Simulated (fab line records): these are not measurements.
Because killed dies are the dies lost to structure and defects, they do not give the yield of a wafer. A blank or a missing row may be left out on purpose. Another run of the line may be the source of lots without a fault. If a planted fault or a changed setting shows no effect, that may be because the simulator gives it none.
fab line records	flow n5Finfet
[record] lots = 24	wafers = 72	lastDay = 17
route steps=1938 shown BEOL_M14@1751 BEOL_M15@1805 PASS1_DEP@1831 MIM_TOP@1834
lots that met no fault: taken from a fault-free run of the same line
startH: hours from the record's opening day to when the first of the lot's shown wafers began	waitH: hours elapsed since this lot's preceding step	" same as the row above	L1.1+2: several wafers, shown together as one row	- no value, or no start was given	* or withheld: withheld	< > ~ a bound
route shown NAME@n: NAME is a module with steps in the file, n the number in the route of the first one	usual: mean/standard deviation taken from wafers without a fault	same: alike in all rows	chamber/n: place in a boat	sites: readings site by site	_std_site: how widely they spread, as a standard deviation	_edge_site: the outer-site mean with the inner-site mean subtracted	radiusMm: for every site, how far away it sits from the centre of the wafer	mask NAME#n: copy n	behind: the last tool/chamber to shape the wafer	hold: why the lot went on hold/how many hours it stayed there/how the hold came to an end	device: the n, p or np transistor that did not switch	end of line: the route-end tests of the same wafers	a step given without rows: its recipe and nothing more	killed: dies lost to structure and defects at the first sort, not the wafer's yield	map: shows each die of a wafer: x if killed, . if not, _ if none is there
set.NAME: the setting that was run; set.NAME@STEP: the one run at that earlier step	model.NAME: the simulator's own value behind a step, which no gauge read
the route's steps for a sample of lots (tables are steps, rows are wafers)
services: a tool's chamber out of use, with start hour (startH, from the record's first day; less than 0 if before it), hours out, and reason
[[steps]]
[step N5_BEOL_M14_ETCH_68]
[recipe] chemistry = N2/H2	target = SOC	maskMaterial = SiARC	sourceW = 3000	biasW = 350	tempC = 40	timeS = 450	ionEnergyEv = 200	pressureMtorr = 30	n2FlowSccm = 200	h2FlowSccm = 200
[usual] chamberPressureMTorr = 30.00/0.031	drypumpMotorCurrentA = 5.7/0.34	h2FlowSccm = 200.0/0.56	oesProductAu = 0.80/0.075	rfFwdPowerW = 2995/9	rfVppV = 524.0/1.9	showerheadPlenumPTorr = 2.55/0.072	tempC = 39.99/0.11	throttleValvePct = 17.73/0.21
lot.wafer	tool	chamber	startH	waitH	chamberPressureMTorr	drypumpMotorCurrentA	h2FlowSccm	oesProductAu	rfFwdPowerW	rfHoursCounterH	rfVppV	showerheadPlenumPTorr	tempC	throttleValvePct
L074.2	rieDiel-06	3	238.31	0.1	30.01	6.1	201.0	0.80	2985	123	523.7	2.55	39.99	17.59
L074.3	"	0	"	"	29.98	5.5	199.9	0.81	2995	73	521.6	2.50	39.93	17.67
L074.4	"	2	"	"	30.00	5.7	199.7	0.80	2988	109	524.3	2.54	40.09	17.81
L076.3	rieDiel-06	1	248.50	0.1	30.04	5.9	199.6	0.99	3000	4	526.8	2.59	40.10	17.50
L076.4	"	0	"	"	30.00	5.6	200.7	0.81	2991	76	521.2	2.50	39.94	17.67
L076.6	"	1	"	"	30.06	5.9	199.9	0.99	2993	-	525.1	2.59	39.81	17.50
L075.1	rieDiel-04	2	252.15	0.1	29.99	5.5	200.0	0.69	3008	220	525.5	2.63	40.07	17.61
L075.5	"	0	"	"	30.02	6.2	200.8	0.84	2992	-	525.3	2.59	39.99	17.62
L075.6	"	3	"	"	29.99	6.2	200.1	0.77	3001	-	521.2	2.44	39.80	17.52
L078.1	rieDiel-04	1	267.48	0.1	30.00	5.4	200.8	0.68	2981	242	521.4	2.49	40.01	17.59
L078.5	"	1	"	"	30.04	5.5	200.6	0.68	2994	-	522.2	2.49	39.93	17.58
L078.6	"	2	"	"	30.00	5.5	199.8	0.69	2987	-	525.9	2.62	39.94	17.65
L077.3	rieDiel-04	0	273.91	0.1	29.97	6.2	199.7	0.84	2994	75	525.3	2.58	40.11	17.65
L077.4	"	3	"	"	29.99	6.2	200.3	0.75	3016	113	522.0	2.43	39.92	17.53
L077.6	"	2	"	"	30.01	5.5	199.6	0.68	3005	-	525.9	2.62	39.88	17.66
L079.2	rieDiel-06	0	278.88	0.1	29.98	5.6	200.6	0.79	3000	86	522.2	2.49	39.85	17.70
L079.4	"	3	"	"	29.98	6.1	200.5	0.79	2989	136	524.2	2.54	39.84	17.60
L079.6	"	3	"	"	29.96	6.1	200.8	0.79	2997	-	523.5	2.54	39.92	17.60
L080.4	rieDiel-04	3	297.09	0.1	30.04	6.2	199.9	0.75	2994	-	520.1	2.43	40.22	17.53
L080.5	"	1	"	"	29.96	5.4	199.8	0.68	2994	-	522.1	2.49	39.98	17.61
L080.6	"	0	"	"	29.97	6.2	200.0	0.82	2990	-	525.2	2.58	40.14	17.66
L083.1	rieDiel-04	0	297.53	0.1	30.08	6.2	199.7	0.82	2982	79	524.0	2.58	40.05	17.66
L083.3	"	1	"	"	30.01	5.4	199.2	0.67	2998	254	522.5	2.49	39.87	17.61
L083.5	"	3	"	"	30.04	6.1	200.4	0.76	3000	-	521.6	2.43	40.19	17.56
L081.1	rieDiel-06	2	297.70	0.1	29.99	5.7	199.8	0.78	3007	129	523.5	2.53	40.02	17.85
L081.2	"	1	"	"	29.97	5.9	199.5	0.93	2989	23	524.0	2.59	40.17	17.53
L081.5	"	2	"	"	30.00	5.7	199.7	0.78	2998	-	524.9	2.53	39.94	17.86
L082.1	rieDiel-01	3	298.03	0.1	30.00	5.5	199.9	0.79	2979	109	524.1	2.56	39.95	17.94
L082.3	"	2	"	"	29.97	5.9	200.0	0.89	3012	31	527.8	2.71	39.96	17.94
L082.5	"	0	"	"	30.01	5.1	200.1	0.80	2991	-	525.2	2.61	40.03	17.90
L085.1	rieDiel-01	2	309.90	0.1	29.99	5.8	201.1	0.88	2989	35	528.5	2.71	40.09	17.92
L085.4	"	3	"	"	30.03	5.6	200.4	0.80	2985	114	524.3	2.56	40.06	17.94
L085.5	"	3	"	"	29.96	5.6	199.9	0.80	2995	-	524.7	2.56	40.13	17.95
L084.3	rieDiel-06	0	312.73	0.1	29.99	5.6	199.5	0.77	2981	99	522.3	2.49	39.95	17.71
L084.4	"	2	"	"	29.95	5.6	200.8	0.78	3001	134	524.3	2.53	39.78	17.85
L084.5	"	1	"	"	30.00	5.9	199.7	0.92	2999	-	525.0	2.58	39.92	17.55
L086.2	rieDiel-04	2	327.06	0.1	29.97	5.5	199.4	0.68	2998	245	524.8	2.62	40.21	17.67
L086.5	"	3	"	"	29.99	6.1	199.9	0.74	3004	-	520.7	2.42	40.07	17.57
L086.6	"	0	"	"	30.01	6.2	200.1	0.81	2985	-	525.4	2.58	39.99	17.67
L088.2	rieDiel-01	3	329.09	0.1	29.99	5.5	200.1	0.80	3001	123	523.5	2.55	39.92	17.97
L088.4	"	3	"	"	30.11	5.5	199.4	0.80	2997	-	524.8	2.55	40.03	17.95
L088.6	"	2	"	"	29.99	5.9	199.5	0.87	3002	-	527.6	2.70	39.98	17.95
L087.1	rieDiel-01	0	335.76	0.1	29.95	5.2	200.9	0.79	3009	94	523.8	2.61	40.06	17.94
L087.4	"	2	"	"	29.99	5.8	200.2	0.87	2994	-	528.7	2.70	40.14	17.96
L087.5	"	0	"	"	30.02	5.1	200.4	0.80	3018	-	524.5	2.61	39.91	17.95
L090.3	rieDiel-04	3	343.20	0.1	29.98	6.1	200.6	0.73	3003	140	520.6	2.42	40.07	17.57
L090.5	"	0	"	"	30.01	6.2	199.9	0.80	2996	-	523.5	2.57	39.86	17.68
L090.6	"	1	"	"	30.04	5.4	200.3	0.92	3008	-	523.3	2.49	40.08	17.23
L092.3	rieDiel-04	1	344.71	0.1	30.04	5.4	200.2	0.92	2997	8	521.8	2.49	40.01	17.22
L092.4	"	3	"	"	30.02	6.2	199.3	0.74	3005	-	523.0	2.42	40.08	17.57
L092.5	"	1	"	"	29.99	5.4	199.1	0.93	2990	-	523.0	2.48	39.98	17.22
L089.2	rieDiel-01	2	344.82	0.1	29.98	5.8	199.9	0.85	2999	50	529.5	2.70	39.89	17.98
L089.4	"	1	"	"	29.98	5.6	200.4	0.98	2998	2	526.7	2.62	40.00	17.97
L089.6	"	0	"	"	30.00	5.1	200.4	0.79	2997	-	525.2	2.60	40.06	17.94
L091.1	rieDiel-01	3	345.40	0.1	29.96	5.5	199.5	0.79	2982	130	523.3	2.55	39.95	17.98
L091.2	"	2	"	"	30.02	5.9	199.0	0.85	2999	50	528.6	2.70	40.12	17.96
L091.6	"	3	"	"	30.02	5.5	199.8	0.79	2970	-	524.3	2.55	40.08	17.98
L093.2	rieDiel-06	2	364.18	0.1	29.99	5.6	199.3	0.75	2993	152	523.6	2.52	40.06	17.89
L093.4	"	0	"	"	29.97	5.6	199.6	0.76	2995	117	523.2	2.48	40.16	17.76
L093.5	"	1	"	"	30.01	6.0	201.5	0.87	2999	-	524.7	2.58	39.83	17.58
L095.1	rieDiel-01	2	364.33	0.1	30.03	5.9	202.5	0.84	3011	57	527.8	2.70	39.93	17.97
L095.4	"	0	"	"	29.97	5.1	199.7	0.78	2998	104	524.4	2.60	40.06	17.95
L095.5	"	0	"	"	30.00	5.1	199.3	0.78	3010	-	523.6	2.60	40.06	17.95
L094.1	rieDiel-06	3	365.44	0.1	29.96	6.1	200.4	0.76	3005	166	523.2	2.53	39.87	17.66
L094.2	"	2	"	"	30.02	5.7	199.8	0.76	2995	153	523.8	2.52	39.82	17.90
L094.4	"	1	"	"	30.00	6.0	199.6	0.88	3011	47	524.5	2.58	39.95	17.58
L097.1	rieDiel-04	2	378.48	0.1	30.05	5.5	200.2	0.97	3003	6	526.4	2.61	40.02	17.24
L097.2	"	1	"	"	30.02	5.4	200.3	0.89	3002	19	522.3	2.48	40.10	17.25
L097.6	"	0	"	"	29.97	6.2	200.8	0.79	2995	-	525.6	2.57	39.99	17.70
L096.1	rieDiel-01	0	382.71	0.1	30.02	5.1	199.4	0.77	2988	111	525.0	2.60	39.85	17.96
L096.2	"	1	"	"	30.03	5.6	199.6	0.93	3004	16	524.8	2.61	39.89	17.98
L096.3	"	2	"	"	29.99	5.8	199.8	0.83	2998	63	527.9	2.69	40.01	17.99
[step N5_BEOL_M15_OVL_MEAS_29]
[recipe] pointsPerWafer = 44
[usual] M15_OVL = -1/5
lot.wafer	tool	chamber	startH	waitH	M15_OVL[nm]
L074.2	overlay-01	0	245.32	0.0	-3
L074.3	"	0	"	"	2
L074.4	"	0	"	"	-4
L076.3	overlay-01	0	254.08	0.0	-2
L076.4	"	0	"	"	-6
L076.6	"	0	"	"	1
L075.1	overlay-02	0	257.19	0.0	12
L075.5	"	0	"	"	8
L075.6	"	0	"	"	5
L078.1	overlay-01	0	272.55	0.0	-3
L078.5	"	0	"	"	-2
L078.6	"	0	"	"	-2
L077.3	overlay-01	0	279.10	0.0	-1
L077.4	"	0	"	"	4
L077.6	"	0	"	"	-1
L079.2	overlay-02	0	290.52	0.0	-5
L079.4	"	0	"	"	5
L079.6	"	0	"	"	-1
L080.4	overlay-01	0	303.13	0.0	-12
L080.5	"	0	"	"	-5
L080.6	"	0	"	"	-8
L083.1	overlay-01	0	303.64	0.0	-9
L083.3	"	0	"	"	-2
L083.5	"	0	"	"	-3
L082.1	overlay-02	0	304.64	0.0	4
L082.3	"	0	"	"	-1
L082.5	"	0	"	"	-1
L081.1	overlay-01	0	306.84	0.0	-2
L081.2	"	0	"	"	7
L081.5	"	0	"	"	1
L085.1	overlay-02	0	315.54	0.0	11
L085.4	"	0	"	"	5
L085.5	"	0	"	"	4
L084.3	overlay-02	0	316.95	0.0	-2
L084.4	"	0	"	"	-1
L084.5	"	0	"	"	-2
L086.2	overlay-02	0	336.46	0.0	5
L086.5	"	0	"	"	6
L086.6	"	0	"	"	1
L088.2	overlay-02	0	336.81	0.0	-2
L088.4	"	0	"	"	-3
L088.6	"	0	"	"	-2
L087.1	overlay-01	0	341.81	0.0	4
L087.4	"	0	"	"	5
L087.5	"	0	"	"	2
L090.3	overlay-02	0	348.13	0.0	-2
L090.5	"	0	"	"	-4
L090.6	"	0	"	"	-4
L092.3	overlay-02	0	350.25	0.0	-6
L092.4	"	0	"	"	-10
L092.5	"	0	"	"	-7
L089.2	overlay-02	0	353.19	0.0	4
L089.4	"	0	"	"	1
L089.6	"	0	"	"	6
L091.1	overlay-02	0	354.66	0.0	-1
L091.2	"	0	"	"	-12
L091.6	"	0	"	"	-9
L093.2	overlay-01	0	369.22	0.0	0
L093.4	"	0	"	"	-4
L093.5	"	0	"	"	0
L095.1	overlay-02	0	372.20	0.0	6
L095.4	"	0	"	"	-2
L095.5	"	0	"	"	-3
L094.1	overlay-02	0	372.37	0.0	2
L094.2	"	0	"	"	0
L094.4	"	0	"	"	2
L097.1	overlay-01	0	384.98	0.0	4
L097.2	"	0	"	"	-2
L097.6	"	0	"	"	-9
L096.1	overlay-01	0	389.40	0.0	0
L096.2	"	0	"	"	6
L096.3	"	0	"	"	6
[step N5_BEOL_M15_PRE_CLEAN_42]
[recipe] gas = H2/He	timeS = 30	tempC = 300
[usual] heaterPowerW = 457/25
lot.wafer	tool	chamber	startH	waitH	heaterPowerW
L074.2	pvdSputter-03	-	248.38	0.0	465
L074.3	"	-	"	"	478
L074.4	"	-	"	"	475
L076.3	pvdSputter-03	-	259.26	0.0	473
L076.4	"	-	"	"	489
L076.6	"	-	"	"	452
L075.1	pvdSputter-01	-	259.86	0.0	384
L075.5	"	-	"	"	389
L075.6	"	-	"	"	455
L078.1	pvdSputter-02	-	275.58	0.0	452
L078.5	"	-	"	"	473
L078.6	"	-	"	"	457
L077.3	pvdSputter-01	-	281.20	0.0	465
L077.4	"	-	"	"	391
L077.6	"	-	"	"	436
L079.2	pvdSputter-02	-	293.07	0.0	448
L079.4	"	-	"	"	450
L079.6	"	-	"	"	448
L080.4	pvdSputter-02	-	306.02	0.0	450
L080.5	"	-	"	"	487
L080.6	"	-	"	"	438
L083.1	pvdSputter-02	-	306.46	0.0	445
L083.3	"	-	"	"	489
L083.5	"	-	"	"	432
L082.1	pvdSputter-03	-	306.90	0.0	465
L082.3	"	-	"	"	486
L082.5	"	-	"	"	496
L081.1	pvdSputter-02	-	309.18	0.0	436
L081.2	"	-	"	"	484
L081.5	"	-	"	"	454
L085.1	pvdSputter-02	-	320.25	0.0	436
L085.4	"	-	"	"	450
L085.5	"	-	"	"	441
L084.3	pvdSputter-03	-	320.25	0.0	487
L084.4	"	-	"	"	462
L084.5	"	-	"	"	471
L086.2	pvdSputter-03	-	338.30	0.0	460
L086.5	"	-	"	"	465
L086.6	"	-	"	"	455
L088.2	pvdSputter-02	-	340.72	0.0	446
L088.4	"	-	"	"	458
L088.6	"	-	"	"	433
L087.1	pvdSputter-01	-	344.04	0.0	391
L087.4	"	-	"	"	471
L087.5	"	-	"	"	477
L090.3	pvdSputter-02	-	353.61	0.0	446
L090.5	"	-	"	"	437
L090.6	"	-	"	"	451
L092.3	pvdSputter-01	-	355.08	0.0	468
L092.4	"	-	"	"	388
L092.5	"	-	"	"	391
L089.2	pvdSputter-03	-	356.95	0.0	466
L089.4	"	-	"	"	477
L089.6	"	-	"	"	457
L091.1	pvdSputter-02	-	357.05	0.0	478
L091.2	"	-	"	"	450
L091.6	"	-	"	"	450
L093.2	pvdSputter-03	-	371.32	0.0	464
L093.4	"	-	"	"	477
L093.5	"	-	"	"	466
L095.1	pvdSputter-01	-	374.77	0.0	470
L095.4	"	-	"	"	460
L095.5	"	-	"	"	481
L094.1	pvdSputter-03	-	378.66	0.0	469
L094.2	"	-	"	"	473
L094.4	"	-	"	"	449
L097.1	pvdSputter-03	-	388.49	0.0	467
L097.2	"	-	"	"	469
L097.6	"	-	"	"	464
L096.1	pvdSputter-01	-	393.39	0.0	447
L096.2	"	-	"	"	470
L096.3	"	-	"	"	453
[step N5_BEOL_M15_RS_MEAS_54]
[recipe] thkMeasGauge = four-point-probe	reads = Cu_of_BEOL_M15_ECD_47+Ta_of_BEOL_M15_SPUTTER_44+TaN_of_BEOL_M15_SPUTTER_43
[usual] M15_RS = 0.0216/0.00045
lot.wafer	tool	chamber	startH	waitH	M15_RS[ohm/sq]
L074.2	filmMetro-02	-	249.66	0.1	0.0215
L074.3	"	-	"	"	0.0219
L074.4	"	-	"	"	0.0220
L076.3	filmMetro-02	-	260.64	0.1	0.0214
L076.4	"	-	"	"	0.0220
L076.6	"	-	"	"	0.0215
L075.1	filmMetro-02	-	261.45	0.0	0.0221
L075.5	"	-	"	"	0.0217
L075.6	"	-	"	"	0.0220
L078.1	filmMetro-02	-	276.96	0.0	0.0211
L078.5	"	-	"	"	0.0218
L078.6	"	-	"	"	0.0223
L077.3	filmMetro-02	-	282.73	0.1	0.0215
L077.4	"	-	"	"	0.0219
L077.6	"	-	"	"	0.0225
L079.2	filmMetro-01	-	294.52	0.1	0.0209
L079.4	"	-	"	"	0.0224
L079.6	"	-	"	"	0.0216
L080.4	filmMetro-02	-	307.32	0.0	0.0222
L080.5	"	-	"	"	0.0223
L080.6	"	-	"	"	0.0213
L083.1	filmMetro-01	-	308.12	0.0	0.0214
L083.3	"	-	"	"	0.0209
L083.5	"	-	"	"	0.0214
L082.1	filmMetro-01	-	308.40	0.0	0.0215
L082.3	"	-	"	"	0.0210
L082.5	"	-	"	"	0.0213
L081.1	filmMetro-02	-	310.46	0.0	0.0212
L081.2	"	-	"	"	0.0212
L081.5	"	-	"	"	0.0211
L085.1	filmMetro-01	-	321.58	0.0	0.0223
L085.4	"	-	"	"	0.0217
L085.5	"	-	"	"	0.0208
L084.3	filmMetro-02	-	321.75	0.1	0.0216
L084.4	"	-	"	"	0.0217
L084.5	"	-	"	"	0.0215
L086.2	filmMetro-01	-	340.24	0.1	0.0223
L086.5	"	-	"	"	0.0221
L086.6	"	-	"	"	0.0218
L088.2	filmMetro-02	-	342.41	0.1	0.0225
L088.4	"	-	"	"	0.0219
L088.6	"	-	"	"	0.0225
L087.1	filmMetro-02	-	345.42	0.0	0.0216
L087.4	"	-	"	"	0.0215
L087.5	"	-	"	"	0.0219
L090.3	filmMetro-01	-	354.89	0.1	0.0219
L090.5	"	-	"	"	0.0216
L090.6	"	-	"	"	0.0214
L092.3	filmMetro-01	-	356.38	0.1	0.0208
L092.4	"	-	"	"	0.0216
L092.5	"	-	"	"	0.0216
L089.2	filmMetro-02	-	358.23	0.1	0.0215
L089.4	"	-	"	"	0.0220
L089.6	"	-	"	"	0.0215
L091.1	filmMetro-01	-	358.33	0.0	0.0217
L091.2	"	-	"	"	0.0208
L091.6	"	-	"	"	0.0223
L093.2	filmMetro-01	-	372.74	0.1	0.0219
L093.4	"	-	"	"	0.0218
L093.5	"	-	"	"	0.0211
L095.1	filmMetro-02	-	376.07	0.0	0.0212
L095.4	"	-	"	"	0.0211
L095.5	"	-	"	"	0.0212
L094.1	filmMetro-01	-	379.94	0.0	0.0217
L094.2	"	-	"	"	0.0217
L094.4	"	-	"	"	0.0211
L097.1	filmMetro-02	-	389.77	0.0	0.0220
L097.2	"	-	"	"	0.0216
L097.6	"	-	"	"	0.0215
L096.1	filmMetro-01	-	394.91	0.0	0.0217
L096.2	"	-	"	"	0.0224
L096.3	"	-	"	"	0.0218
[step N5_PASSIVATION_PECVD_00]
[recipe] material = SiO2	targetThkA = 2000	tempC = 400	precursor = SiH4/N2O	pressureTorr = 2.7	rfW = 608	timeS = 11.2
[usual] heaterPowerOuterW = 435/82	heaterPowerW = 734/110	rfFwdPowerW = 601.1/2.1	showerheadPlenumPTorr = 8.18/0.15	throttleValvePct = 50.9/2.7
lot.wafer	tool	chamber	startH	waitH	heaterPowerOuterW	heaterPowerW	rfFwdPowerW	showerheadPlenumPTorr	throttleValvePct
L074.2	pecvd-01	1	250.67	0.7	569	962	601.4	7.97	50.0
L074.3	"	0	"	"	429	721	598.4	8.35	51.3
L074.4	"	2	"	"	482	815	597.6	7.87	46.9
L076.3	pecvd-03	0	261.65	0.5	411	684	598.8	8.27	47.9
L076.4	"	2	"	"	276	453	601.2	8.23	48.5
L076.6	"	1	"	"	598	888	603.5	8.37	52.7
L075.1	pecvd-03	1	262.47	0.8	582	846	606.3	8.35	52.5
L075.5	"	0	"	"	431	719	601.6	8.24	47.6
L075.6	"	1	"	"	586	843	605.1	8.35	52.3
L078.1	pecvd-03	2	277.98	0.8	342	567	595.8	8.27	48.3
L078.5	"	1	"	"	578	828	603.4	8.35	52.6
L078.6	"	2	"	"	358	565	600.0	8.21	48.5
L077.3	pecvd-03	0	283.75	0.5	445	716	597.3	8.27	47.7
L077.4	"	0	"	"	443	756	598.1	8.25	47.6
L077.6	"	2	"	"	328	548	600.1	8.24	48.5
L079.2	pecvd-04	1	295.54	0.7	408	747	601.7	8.23	50.8
L079.4	"	1	"	"	418	752	601.5	8.23	50.6
L079.6	"	0	"	"	516	863	600.4	8.20	52.2
L080.4	pecvd-01	1	308.35	0.4	556	943	602.1	7.99	50.1
L080.5	"	0	"	"	396	668	604.7	8.39	51.6
L080.6	"	2	"	"	401	712	598.5	7.89	47.4
L083.1	pecvd-03	0	309.26	0.8	417	706	600.0	8.24	47.8
L083.3	"	1	"	"	496	721	607.6	8.36	52.5
L083.5	"	2	"	"	346	570	601.1	8.22	48.6
L082.1	pecvd-04	0	309.58	0.8	486	797	600.9	8.18	52.2
L082.3	"	1	"	"	455	771	601.3	8.23	50.7
L082.5	"	1	"	"	458	773	602.0	8.25	50.7
L081.1	pecvd-04	2	311.47	0.8	325	633	602.2	8.08	56.4
L081.2	"	0	"	"	487	833	603.4	8.17	52.2
L081.5	"	1	"	"	450	795	602.4	8.23	50.9
L085.1	pecvd-04	2	322.60	0.8	411	739	601.1	8.06	56.3
L085.4	"	2	"	"	410	755	600.9	8.08	56.4
L085.5	"	0	"	"	527	867	600.5	8.17	52.3
L084.3	pecvd-01	0	322.82	0.5	368	663	601.5	8.39	51.5
L084.4	"	2	"	"	475	790	600.9	7.86	47.6
L084.5	"	2	"	"	475	802	600.6	7.88	47.3
L086.2	pecvd-04	0	341.26	0.7	502	840	602.8	8.20	52.2
L086.5	"	0	"	"	504	828	604.5	8.17	52.4
L086.6	"	1	"	"	353	665	601.6	8.23	50.9
L088.2	pecvd-01	2	343.42	0.7	476	818	602.2	7.87	47.6
L088.4	"	1	"	"	503	922	603.5	7.97	50.1
L088.6	"	0	"	"	350	628	600.6	8.37	51.7
L087.1	pecvd-01	1	346.43	0.8	573	980	603.2	7.99	49.8
L087.4	"	1	"	"	570	968	603.0	7.99	50.3
L087.5	"	2	"	"	455	765	603.0	7.86	47.6
L090.3	pecvd-01	1	355.90	0.5	477	860	604.3	7.98	49.9
L090.5	"	1	"	"	489	888	602.9	7.96	50.0
L090.6	"	2	"	"	432	724	601.4	7.88	47.5
L092.3	pecvd-01	2	357.40	0.5	377	661	601.9	7.85	47.3
L092.4	"	0	"	"	350	615	602.5	8.38	51.6
L092.5	"	2	"	"	395	690	602.8	7.85	47.5
L089.2	pecvd-04	0	359.25	0.7	435	767	600.6	8.18	52.3
L089.4	"	2	"	"	401	752	599.9	8.08	57.0
L089.6	"	0	"	"	449	777	601.0	8.20	52.2
L091.1	pecvd-03	0	359.61	0.8	365	633	598.9	8.25	48.4
L091.2	"	2	"	"	336	544	598.4	8.21	48.8
L091.6	"	1	"	"	522	755	602.2	8.34	52.5
L093.2	pecvd-03	1	373.76	0.7	577	853	604.3	8.35	52.5
L093.4	"	0	"	"	437	738	599.0	8.24	48.4
L093.5	"	1	"	"	582	833	601.9	8.36	52.7
L095.1	pecvd-04	2	377.09	0.8	331	642	601.6	8.09	57.3
L095.4	"	0	"	"	530	862	600.6	8.17	52.3
L095.5	"	1	"	"	440	775	599.7	8.22	50.9
L094.1	pecvd-03	0	380.95	0.8	426	740	598.8	8.27	48.1
L094.2	"	2	"	"	329	541	600.3	8.23	48.8
L094.4	"	0	"	"	328	591	598.1	8.26	48.3
L097.1	pecvd-04	2	390.78	0.8	379	708	603.2	8.09	57.3
L097.2	"	0	"	"	552	947	603.2	8.18	52.1
L097.6	"	2	"	"	388	731	600.5	8.07	56.9
L096.1	pecvd-03	2	395.92	0.8	299	501	596.8	8.22	49.0
L096.2	"	0	"	"	392	652	597.5	8.26	48.0
L096.3	"	1	"	"	590	859	601.9	8.37	52.3
[step N5_MIM_TOP_ALD_00]
[recipe] material = Al2O3	targetThkA = *	tempC = withheld	aldPrecursorFamily = TMA	aldCoReactant = O3	pulseTimeS = withheld	purgeTimeS = 3	coReactantPurgeTimeS = withheld	coReactantPulseTimeS = 3	aldCycles = withheld
[usual] precursorPulseHeightRel = 1.001/0.021
lot.wafer	tool	chamber	startH	waitH	precursorPulseHeightRel
L074.2	aldHk-03	3	251.28	0.1	1.020
L074.3	"	0	"	"	1.033
L074.4	"	2	"	"	1.016
L076.3	aldHk-03	2	263.00	0.1	0.978
L076.4	"	3	"	"	0.990
L076.6	"	2	"	"	1.031
L075.1	aldHk-01	1	263.22	0.1	1.003
L075.5	"	2	"	"	0.969
L075.6	"	3	"	"	0.998
L078.1	aldHk-01	0	278.28	0.1	0.995
L078.5	"	3	"	"	0.992
L078.6	"	2	"	"	1.028
L077.3	aldHk-01	2	285.75	0.1	1.004
L077.4	"	0	"	"	1.017
L077.6	"	3	"	"	0.990
L079.2	aldHk-03	3	295.95	0.1	0.995
L079.4	"	2	"	"	0.974
L079.6	"	2	"	"	1.020
L080.4	aldHk-02	1	309.16	0.1	0.983
L080.5	"	3	"	"	0.982
L080.6	"	0	"	"	1.014
L083.1	aldHk-03	3	309.93	0.1	0.981
L083.3	"	0	"	"	1.015
L083.5	"	0	"	"	0.999
L082.1	aldHk-01	1	310.63	0.1	0.999
L082.3	"	3	"	"	0.952
L082.5	"	0	"	"	1.029
L081.1	aldHk-02	0	313.11	0.1	1.010
L081.2	"	3	"	"	1.003
L081.5	"	0	"	"	0.994
L085.1	aldHk-01	0	323.67	0.1	0.977
L085.4	"	2	"	"	0.974
L085.5	"	1	"	"	0.962
L084.3	aldHk-02	3	323.89	0.1	1.010
L084.4	"	2	"	"	0.977
L084.5	"	1	"	"	1.003
L086.2	aldHk-02	2	343.58	0.1	1.034
L086.5	"	2	"	"	1.015
L086.6	"	1	"	"	0.972
L088.2	aldHk-03	3	344.11	0.1	1.016
L088.4	"	0	"	"	1.005
L088.6	"	1	"	"	0.995
L087.1	aldHk-03	1	347.19	0.1	1.005
L087.4	"	0	"	"	1.029
L087.5	"	3	"	"	1.005
L090.3	aldHk-03	1	356.77	0.1	0.991
L090.5	"	0	"	"	0.994
L090.6	"	1	"	"	0.997
L092.3	aldHk-03	2	360.21	0.1	0.989
L092.4	"	3	"	"	0.965
L092.5	"	1	"	"	1.020
L089.2	aldHk-01	2	360.73	0.1	1.041
L089.4	"	1	"	"	1.001
L089.6	"	1	"	"	1.014
L091.1	aldHk-02	3	360.93	0.1	0.979
L091.2	"	1	"	"	1.002
L091.6	"	0	"	"	0.979
L093.2	aldHk-01	1	374.75	0.1	0.966
L093.4	"	0	"	"	1.044
L093.5	"	2	"	"	0.988
L095.1	aldHk-01	1	378.64	0.1	1.011
L095.4	"	2	"	"	1.037
L095.5	"	1	"	"	1.023
L094.1	aldHk-01	1	382.97	0.1	0.950
L094.2	"	2	"	"	0.996
L094.4	"	3	"	"	0.998
L097.1	aldHk-02	3	392.52	0.1	0.991
L097.2	"	1	"	"	0.995
L097.6	"	1	"	"	0.975
L096.1	aldHk-03	1	397.21	0.1	0.980
L096.2	"	2	"	"	1.010
L096.3	"	3	"	"	0.966
[[services]]
tool	chamber	startH	hours	kind
pecvd-04	1	215.42	16.5	scheduledDown
rieDiel-06	3	242.09	1.5	repair
rieDiel-06	0	242.48	1.3	repair
aldHk-01	-	275.05	1.4	repair
rieDiel-04	0	276.72	15.8	repair
pecvd-04	1	287.78	2.1	scheduledDown
rieDiel-04	3	290.02	5.1	repair
rieDiel-04	2	293.54	9.1	repair
pecvd-01	-	297.19	1.4	repair
rieDiel-04	1	302.68	-	clean
rieDiel-04	1	302.68	-	consumableReplace:focusRing
rieDiel-04	1	302.68	12.8	scheduledDown
rieDiel-04	1	302.68	12.8	ventCycle
pecvd-01	1	314.37	13.0	repair
rieDiel-01	1	325.37	-	clean
rieDiel-04	3	327.77	1.6	repair
rieDiel-04	2	340.26	-	clean
rieDiel-04	2	340.26	-	consumableReplace:focusRing
rieDiel-04	2	340.26	17.9	scheduledDown
rieDiel-04	2	340.26	17.9	ventCycle
pvdSputter-01	-	346.24	2.4	repair
rieDiel-01	2	366.86	2.7	repair
rieDiel-01	0	392.70	7.0	repair
rieDiel-01	2	393.83	4.5	repair
[[key]]
fault none
